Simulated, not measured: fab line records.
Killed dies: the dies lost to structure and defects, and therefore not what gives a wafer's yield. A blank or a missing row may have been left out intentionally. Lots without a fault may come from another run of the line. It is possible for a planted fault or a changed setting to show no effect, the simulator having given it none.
fab line records | flow nand-harc | part 2 of 2: steps 5 to 6 of 6
record lots=20 | wafers=60 | last-day=33
route steps=1302 shown A_CHANNEL_HOLE_D2@586 A_CHANNEL_FILL_D2@619 A_STAIRCASE@668
lots that met no fault: taken from a fault-free run of the same line
start-h: start of the lot's first displayed wafer, in hours after the record's first day | wait-h: hours since the lot's step before | " repeats the value in the row above | L1.1+2: a single row standing in for several wafers | - no value, or no start was given | * or withheld: withheld | < > ~ a bound
route shown NAME@n: NAME is a module with steps in the file, n the number in the route of the first one | usual: average and standard deviation across the fault-free wafers | same: alike in all rows | chamber/n: place in a boat | sites: per-site readings | _std_site: the standard deviation of these | _edge_site: the outer-site mean with the inner-site mean subtracted | radius-mm: how far each site lies from the wafer's centre | mask NAME#n: copy n | behind: the tool/chamber that last shaped the wafer | hold: cause of the lot's hold/its duration in hours/its outcome | device: transistor that didn't switch, given as n, p or np | end of line: the same wafers' tests at the end of the route | a step with no rows: only its recipe | killed: the dies lost at the first sort to structure and to defects; this is not the yield of the wafer | map: shows each die of a wafer: x if killed, . if not, _ if none is there
set.NAME: the setting as run; set.NAME@STEP: as run at that earlier step | model.NAME: the simulator's own value behind a step, which no gauge read
route steps across a sampled set of lots; one table per step, one row per wafer
services: a tool's chamber out of use, with start hour (start-h, from the record's first day; less than 0 if before it), hours out, and reason
## steps
# step NHARC_A_STAIRCASE_TRIM_12
# recipe time-s=211.2 | o2-flow-sccm=500 | ar-flow-sccm=0 | bias-w=0 | chemistry=O2
# usual drypump-motor-current-A=5.5/0.31 | mfc-ar-sccm=0.010/0.0089 | oes-product-au=0.996/0.013 | rf-vpp-V=57.7/0.85 | showerhead-plenum-p-Torr=3.57/0.15 | throttle-valve-pct=17.036/0.0088
lot.wafer | tool        | chamber | start-h | wait-h | drypump-motor-current-A | mfc-ar-sccm | oes-product-au | rf-hours-counter-h | rf-vpp-V | showerhead-plenum-p-Torr | throttle-valve-pct
L075.2    | rie-diel-06 | 1       | 368.01  | 0.1    | 5.3                     | 0.007       | 0.989          | 11                 | 57.9     | 3.50                     | 17.028
L075.6    | "           | 2       | "       | "      | 5.4                     | 0.020       | 0.991          | -                  | 56.1     | 3.41                     | 17.039
L075.5    | "           | 3       | "       | "      | 6.0                     | 0.018       | 0.992          | -                  | 59.0     | 3.59                     | 17.048
L076.2    | rie-diel-06 | 2       | 368.33  | 0.2    | 5.4                     | 0.020       | 0.992          | 12                 | 56.9     | 3.41                     | 17.041
L076.6    | "           | 3       | "       | "      | 5.9                     | 0.018       | 0.987          | -                  | 56.9     | 3.59                     | 17.053
L076.5    | "           | 0       | "       | "      | 5.0                     | 0           | 0.995          | -                  | 58.4     | 3.77                     | 17.042
L074.1    | rie-diel-03 | 1       | 371.17  | 0.1    | 5.9                     | 0           | 0.993          | 27                 | 56.9     | 3.78                     | 17.050
L074.4    | "           | 3       | "       | "      | 5.7                     | 0.011       | 1.006          | 29                 | 56.5     | 3.50                     | 17.038
L074.6    | "           | 2       | "       | "      | 5.4                     | 0.019       | 1.009          | -                  | 58.0     | 3.59                     | 17.042
L078.3    | rie-diel-03 | 1       | 395.95  | 0.1    | 5.8                     | 0           | 1.009          | 35                 | 58.5     | 3.77                     | 17.047
L078.4    | "           | 3       | "       | "      | 5.6                     | 0.011       | 1.015          | 40                 | 57.7     | 3.49                     | 17.025
L078.6    | "           | 1       | "       | "      | 5.9                     | 0           | 1.004          | -                  | 57.9     | 3.77                     | 17.027
L077.2    | rie-diel-03 | 2       | 396.05  | 0.1    | 5.4                     | 0.019       | 1.033          | 37                 | 56.9     | 3.58                     | 17.037
L077.4    | "           | 0       | "       | "      | 5.2                     | 0.022       | 0.997          | 39                 | 55.8     | 3.29                     | 17.023
L077.6    | "           | 2       | "       | "      | 5.4                     | 0.019       | 1.021          | -                  | 57.3     | 3.58                     | 17.044
L079.2    | rie-diel-06 | 1       | 396.07  | 0.1    | 5.3                     | 0.007       | 0.968          | 20                 | 57.2     | 3.49                     | 17.038
L079.3    | "           | 2       | "       | "      | 5.4                     | 0.020       | 0.988          | 18                 | 59.2     | 3.41                     | 17.048
L079.1    | "           | 3       | "       | "      | 5.9                     | 0.018       | 0.993          | 21                 | 57.2     | 3.58                     | 17.043
L080.1    | rie-diel-06 | 2       | 409.76  | 0.1    | 5.4                     | 0.020       | 0.996          | 23                 | 57.8     | 3.40                     | 17.028
L080.3    | "           | 3       | "       | "      | 5.9                     | 0.018       | 1.002          | 25                 | 55.6     | 3.58                     | 17.041
L080.5    | "           | 2       | "       | "      | 5.4                     | 0.020       | 0.998          | -                  | 57.5     | 3.40                     | 17.052
L082.1    | rie-diel-06 | 0       | 413.73  | 0.1    | 5.0                     | 0           | 0.984          | 28                 | 57.9     | 3.76                     | 17.038
L082.2    | "           | 3       | "       | "      | 6.0                     | 0.018       | 0.983          | 26                 | 57.9     | 3.58                     | 17.024
L082.5    | "           | 1       | "       | "      | 5.2                     | 0.007       | 0.974          | -                  | 57.1     | 3.49                     | 17.035
L084.1    | rie-diel-06 | 1       | 454.83  | 0.1    | 5.3                     | 0.007       | 0.977          | 41                 | 59.6     | 3.48                     | 17.040
L084.3    | "           | 3       | "       | "      | 6.0                     | 0.018       | 0.988          | 40                 | 57.3     | 3.57                     | 17.052
L084.6    | "           | 0       | "       | "      | 5.0                     | 0           | 1.001          | -                  | 58.7     | 3.75                     | 17.041
L083.2    | rie-diel-02 | 1       | 455.18  | 0.1    | 5.6                     | 0           | 0.991          | 17                 | 56.5     | 3.80                     | 17.033
L083.4    | "           | 2       | "       | "      | 5.9                     | 0.024       | 1.008          | 14                 | 59.4     | 3.64                     | 17.033
L083.5    | "           | 0       | "       | "      | 5.8                     | 0           | 0.998          | -                  | 58.7     | 3.30                     | 17.025
L086.1    | rie-diel-03 | 2       | 467.61  | 0.1    | 5.4                     | 0.019       | 1.012          | 0                  | 57.5     | 3.57                     | 17.022
L086.3    | "           | 3       | "       | "      | 5.6                     | 0.011       | 0.995          | 0                  | 58.3     | 3.48                     | 17.036
L086.4    | "           | 0       | "       | "      | 5.2                     | 0.022       | 0.968          | 0                  | 57.6     | 3.81                     | 17.043
L087.4    | rie-diel-06 | 2       | 494.94  | 0.1    | 5.4                     | 0.020       | 1.006          | 0                  | 57.3     | 3.39                     | 17.035
L087.1    | "           | 1       | "       | "      | 5.2                     | 0.007       | 0.996          | 0                  | 56.9     | 3.48                     | 17.031
L087.6    | "           | 3       | "       | "      | 6.0                     | 0.018       | 0.990          | -                  | 57.0     | 3.57                     | 17.031
L088.2    | rie-diel-02 | 0       | 506.22  | 0.1    | 5.8                     | 0           | 1.001          | 37                 | 56.0     | 3.29                     | 17.026
L088.1    | "           | 2       | "       | "      | 5.9                     | 0.024       | 1.006          | 33                 | 57.6     | 3.63                     | 17.046
L088.5    | "           | 0       | "       | "      | 5.8                     | 0           | 0.990          | -                  | 57.2     | 3.29                     | 17.031
L089.3    | rie-diel-03 | 0       | 506.54  | 0.2    | 5.2                     | 0.022       | 0.975          | 10                 | 57.9     | 3.80                     | 17.036
L089.1    | "           | 2       | "       | "      | 5.4                     | 0.019       | 0.999          | 14                 | 57.1     | 3.56                     | 17.023
L089.6    | "           | 0       | "       | "      | 5.2                     | 0.022       | 0.966          | -                  | 59.1     | 3.80                     | 17.038
L092.4    | rie-diel-06 | 1       | 534.35  | 0.1    | 5.3                     | 0.007       | 1.011          | 11                 | 57.2     | 3.47                     | 17.039
L092.6    | "           | 0       | "       | "      | 5.0                     | 0           | 1.002          | -                  | 58.3     | 3.74                     | 17.032
L092.5    | "           | 1       | "       | "      | 5.3                     | 0.007       | 1.003          | -                  | 58.6     | 3.47                     | 17.027
L093.3    | rie-diel-02 | 0       | 541.69  | 0.1    | 5.8                     | 0           | 1.003          | 47                 | 57.7     | 3.28                     | 17.038
L093.2    | "           | 2       | "       | "      | 5.9                     | 0.024       | 1.017          | 46                 | 58.0     | 3.63                     | 17.039
L093.6    | "           | 3       | "       | "      | 5.3                     | 0           | 1.011          | -                  | 57.2     | 3.53                     | 17.039
L094.4    | rie-diel-02 | 0       | 563.16  | 0.1    | 5.8                     | 0           | 1.002          | 57                 | 56.8     | 3.28                     | 17.031
L094.3    | "           | 1       | "       | "      | 5.6                     | 0           | 0.999          | 53                 | 58.8     | 3.78                     | 17.039
L094.1    | "           | 2       | "       | "      | 5.9                     | 0.024       | 1.017          | 54                 | 58.1     | 3.62                     | 17.037
L096.2    | rie-diel-06 | 1       | 566.16  | 0.1    | 5.3                     | 0.007       | 1.019          | 22                 | 58.0     | 3.46                     | 17.039
L096.4    | "           | 2       | "       | "      | 5.4                     | 0.020       | 1.004          | 22                 | 58.3     | 3.38                     | 17.052
L096.3    | "           | 3       | "       | "      | 6.0                     | 0.018       | 0.989          | 18                 | 57.8     | 3.56                     | 17.040
L095.3    | rie-diel-06 | 1       | 576.42  | 0.1    | 5.3                     | 0.007       | 1.009          | 27                 | 57.6     | 3.46                     | 17.031
L095.6    | "           | 3       | "       | "      | 5.9                     | 0.018       | 0.991          | -                  | 57.8     | 3.55                     | 17.020
L095.5    | "           | 0       | "       | "      | 5.0                     | 0           | 0.982          | -                  | 57.9     | 3.73                     | 17.048
L097.1    | rie-diel-06 | 3       | 582.29  | 0.1    | 5.9                     | 0.018       | 0.998          | 27                 | 57.9     | 3.55                     | 17.047
L097.2    | "           | 0       | "       | "      | 5.0                     | 0           | 0.985          | 33                 | 58.0     | 3.73                     | 17.026
L097.5    | "           | 1       | "       | "      | 5.3                     | 0.007       | 1.008          | -                  | 58.0     | 3.46                     | 17.045
# step NHARC_A_STAIRCASE_TRIM_189
# recipe time-s=211.2 | o2-flow-sccm=500 | ar-flow-sccm=0 | bias-w=0 | chemistry=O2
# usual drypump-motor-current-A=5.5/0.3 | mfc-ar-sccm=0.009/0.0092 | oes-product-au=0.996/0.014 | rf-vpp-V=57.8/0.99 | showerhead-plenum-p-Torr=3.55/0.16 | throttle-valve-pct=17.036/0.0083
lot.wafer | tool        | chamber | start-h | wait-h | drypump-motor-current-A | mfc-ar-sccm | oes-product-au | rf-hours-counter-h | rf-vpp-V | showerhead-plenum-p-Torr | throttle-valve-pct
L075.2    | rie-diel-02 | 1       | -       | -      | 5.6                     | 0           | 0.996          | 50                 | 58.0     | 3.28                     | 17.040
L075.5    | "           | 3       | "       | "      | 5.2                     | 0           | 1.019          | -                  | 57.7     | 3.56                     | 17.034
L075.6    | "           | 0       | "       | "      | 5.8                     | 0           | 0.998          | -                  | 56.7     | 3.31                     | 17.058
L076.2    | rie-diel-06 | 3       | -       | -      | 5.9                     | 0.018       | 0.989          | 15                 | 56.3     | 3.59                     | 17.058
L076.5    | "           | 0       | "       | "      | 5.0                     | 0           | 0.999          | -                  | 56.5     | 3.77                     | 17.043
L076.6    | "           | 1       | "       | "      | 5.2                     | 0.007       | 0.978          | -                  | 58.4     | 3.50                     | 17.041
L074.4    | rie-diel-02 | 2       | -       | -      | 5.9                     | 0.024       | 0.993          | 53                 | 58.6     | 3.65                     | 17.036
L074.1    | "           | 3       | "       | "      | 5.3                     | 0           | 1.003          | 53                 | 57.9     | 3.56                     | 17.028
L074.6    | "           | 0       | "       | "      | 5.8                     | 0           | 0.997          | -                  | 56.1     | 3.31                     | 17.025
L079.3    | rie-diel-06 | 0       | -       | -      | 5.0                     | 0           | 0.978          | 25                 | 58.4     | 3.76                     | 17.021
L079.2    | "           | 2       | "       | "      | 5.4                     | 0.020       | 0.987          | 20                 | 58.3     | 3.41                     | 17.023
L079.1    | "           | 3       | "       | "      | 5.9                     | 0.018       | 0.979          | 22                 | 58.6     | 3.58                     | 17.040
L078.3    | rie-diel-03 | 2       | -       | -      | 5.4                     | 0.019       | 1.023          | 39                 | 57.2     | 3.58                     | 17.041
L078.4    | "           | 0       | "       | "      | 5.2                     | 0.022       | 1.010          | 41                 | 57.5     | 3.29                     | 17.049
L078.6    | "           | 3       | "       | "      | 5.6                     | 0.011       | 1.014          | -                  | 56.1     | 3.49                     | 17.039
L077.4    | rie-diel-03 | 1       | -       | -      | 5.8                     | 0           | 0.997          | 38                 | 59.9     | 3.77                     | 17.042
L077.2    | "           | 2       | "       | "      | 5.4                     | 0.019       | 1.030          | 40                 | 57.5     | 3.58                     | 17.042
L077.6    | "           | 1       | "       | "      | 5.9                     | 0           | 1.011          | -                  | 58.6     | 3.77                     | 17.039
L080.3    | rie-diel-06 | 1       | -       | -      | 5.3                     | 0.007       | 0.977          | 26                 | 56.3     | 3.49                     | 17.046
L080.1    | "           | 2       | "       | "      | 5.4                     | 0.020       | 0.990          | 24                 | 58.5     | 3.40                     | 17.055
L080.5    | "           | 1       | "       | "      | 5.3                     | 0.007       | 0.973          | -                  | 56.6     | 3.49                     | 17.040
L082.2    | rie-diel-03 | 0       | -       | -      | 5.2                     | 0.022       | 1.004          | 48                 | 57.2     | 3.28                     | 17.030
L082.1    | "           | 2       | "       | "      | 5.4                     | 0.019       | 1.016          | 49                 | 56.9     | 3.58                     | 17.038
L082.5    | "           | 3       | "       | "      | 5.6                     | 0.011       | 1.000          | -                  | 59.6     | 3.49                     | 17.050
L084.3    | rie-diel-06 | 3       | -       | -      | 5.9                     | 0.018       | 0.981          | 41                 | 59.3     | 3.57                     | 17.048
L084.1    | "           | 0       | "       | "      | 5.0                     | 0           | 0.989          | 44                 | 59.8     | 3.75                     | 17.022
L084.6    | "           | 0       | "       | "      | 5.0                     | 0           | 0.979          | -                  | 57.5     | 3.75                     | 17.052
L083.2    | rie-diel-02 | 2       | -       | -      | 5.9                     | 0.024       | 1.022          | 15                 | 57.8     | 3.64                     | 17.033
L083.4    | "           | 3       | "       | "      | 5.3                     | 0           | 1.009          | 17                 | 59.3     | 3.54                     | 17.034
L083.5    | "           | 0       | "       | "      | 5.8                     | 0           | 0.992          | -                  | 57.3     | 3.30                     | 17.036
L086.3    | rie-diel-06 | 1       | -       | -      | 5.3                     | 0.007       | 0.973          | 46                 | 56.5     | 3.48                     | 17.044
L086.1    | "           | 2       | "       | "      | 5.4                     | 0.020       | 0.986          | 43                 | 57.7     | 3.39                     | 17.044
L086.4    | "           | 3       | "       | "      | 5.9                     | 0.018       | 1.001          | 47                 | 58.7     | 3.57                     | 17.029
L087.1    | rie-diel-02 | 3       | -       | -      | 5.2                     | 0           | 1.020          | 35                 | 57.2     | 3.53                     | 17.031
L087.4    | "           | 2       | "       | "      | 5.9                     | 0.024       | 1.013          | 32                 | 58.2     | 3.63                     | 17.033
L087.6    | "           | 3       | "       | "      | 5.2                     | 0           | 1.009          | -                  | 57.7     | 3.53                     | 17.033
L088.1    | rie-diel-02 | 0       | -       | -      | 5.8                     | 0           | 0.998          | 37                 | 56.4     | 3.29                     | 17.033
L088.2    | "           | 1       | "       | "      | 5.6                     | 0           | 1.000          | 35                 | 58.4     | 3.79                     | 17.034
L088.5    | "           | 1       | "       | "      | 5.6                     | 0           | 0.992          | -                  | 57.9     | 3.79                     | 17.039
L089.1    | rie-diel-06 | 0       | -       | -      | 5.0                     | 0           | 0.986          | 2                  | 58.7     | 3.74                     | 17.037
L089.3    | "           | 2       | "       | "      | 5.4                     | 0.020       | 0.995          | 3                  | 56.2     | 3.39                     | 17.047
L089.6    | "           | 0       | "       | "      | 5.0                     | 0           | 0.974          | -                  | 55.7     | 3.74                     | 17.032
L092.4    | rie-diel-03 | 1       | -       | -      | 5.9                     | 0           | 0.982          | 27                 | 59.5     | 3.75                     | 17.033
L092.6    | "           | 3       | "       | "      | 5.6                     | 0.011       | 0.999          | -                  | 57.1     | 3.47                     | 17.048
L092.5    | "           | 0       | "       | "      | 5.2                     | 0.022       | 0.965          | -                  | 59.0     | 3.80                     | 17.043
L093.3    | rie-diel-02 | 0       | -       | -      | 5.8                     | 0           | 1.003          | 49                 | 58.9     | 3.28                     | 17.045
L093.2    | "           | 1       | "       | "      | 5.6                     | 0           | 0.995          | 46                 | 58.5     | 3.78                     | 17.029
L093.6    | "           | 2       | "       | "      | 5.9                     | 0.024       | 1.002          | -                  | 59.0     | 3.62                     | 17.032
L094.1    | rie-diel-03 | 3       | -       | -      | 5.6                     | 0.011       | 1.008          | 27                 | 58.2     | 3.47                     | 17.026
L094.3    | "           | 0       | "       | "      | 5.2                     | 0.022       | 0.969          | 28                 | 58.3     | 3.79                     | 17.047
L094.4    | "           | 1       | "       | "      | 5.8                     | 0           | 1.000          | 35                 | 59.1     | 3.74                     | 17.032
L096.3    | rie-diel-06 | 3       | -       | -      | 6.0                     | 0.018       | 0.988          | 23                 | 58.2     | 3.55                     | 17.032
L096.2    | "           | 1       | "       | "      | 5.2                     | 0.007       | 1.013          | 26                 | 59.0     | 3.46                     | 17.037
L096.4    | "           | 2       | "       | "      | 5.4                     | 0.020       | 1.015          | 25                 | 57.6     | 3.38                     | 17.046
L095.3    | rie-diel-06 | 2       | -       | -      | 5.4                     | 0.020       | 0.994          | 28                 | 57.7     | 3.38                     | 17.032
L095.5    | "           | 3       | "       | "      | 5.9                     | 0.018       | 0.987          | -                  | 57.8     | 3.55                     | 17.031
L095.6    | "           | 0       | "       | "      | 5.0                     | 0           | 0.975          | -                  | 58.8     | 3.73                     | 17.034
L097.1    | rie-diel-02 | 1       | -       | -      | 5.6                     | 0           | 1.016          | 4                  | 57.2     | 3.77                     | 17.038
L097.2    | "           | 2       | "       | "      | 5.9                     | 0.024       | 1.026          | 2                  | 57.3     | 3.62                     | 17.043
L097.5    | "           | 2       | "       | "      | 5.8                     | 0.024       | 1.018          | -                  | 58.1     | 3.62                     | 17.042
## services
tool        | chamber | start-h | hours | kind
rie-diel-11 | -       | 285.45  | 9.0   | pm
rie-diel-11 | 0       | 294.91  | 5.9   | repair
rie-diel-06 | 3       | 299.02  | 2.8   | repair
rie-si-05   | -       | 305.00  | 9.0   | pm
rie-diel-06 | -       | 307.39  | 9.0   | pm
rie-diel-03 | 2       | 346.07  | 1.6   | repair
rie-diel-01 | -       | 351.14  | 0.8   | repair
rie-diel-01 | -       | 380.96  | 9.0   | pm
rie-diel-02 | 0       | 388.08  | 3.5   | repair
rie-si-03   | 0       | 388.36  | 9.7   | repair
rie-diel-02 | -       | 393.70  | 9.0   | pm
rie-diel-11 | 1       | 409.32  | 2.6   | repair
rie-diel-10 | -       | 419.63  | 9.0   | pm
rie-diel-03 | 1       | 427.33  | 3.5   | repair
rie-diel-11 | -       | 462.45  | 9.0   | pm
rie-diel-10 | 3       | 474.68  | 4.6   | repair
rie-diel-03 | 0       | 481.98  | 13.0  | repair
rie-diel-06 | -       | 484.39  | 9.0   | pm
rie-diel-10 | 0       | 493.24  | 15.1  | repair
rie-diel-03 | 3       | 517.78  | 17.8  | repair
rie-diel-06 | 3       | 518.22  | 11.4  | repair
rie-diel-11 | 1       | 525.78  | 7.0   | repair
rie-diel-01 | -       | 557.96  | 9.0   | pm
rie-diel-02 | -       | 570.78  | 9.0   | pm
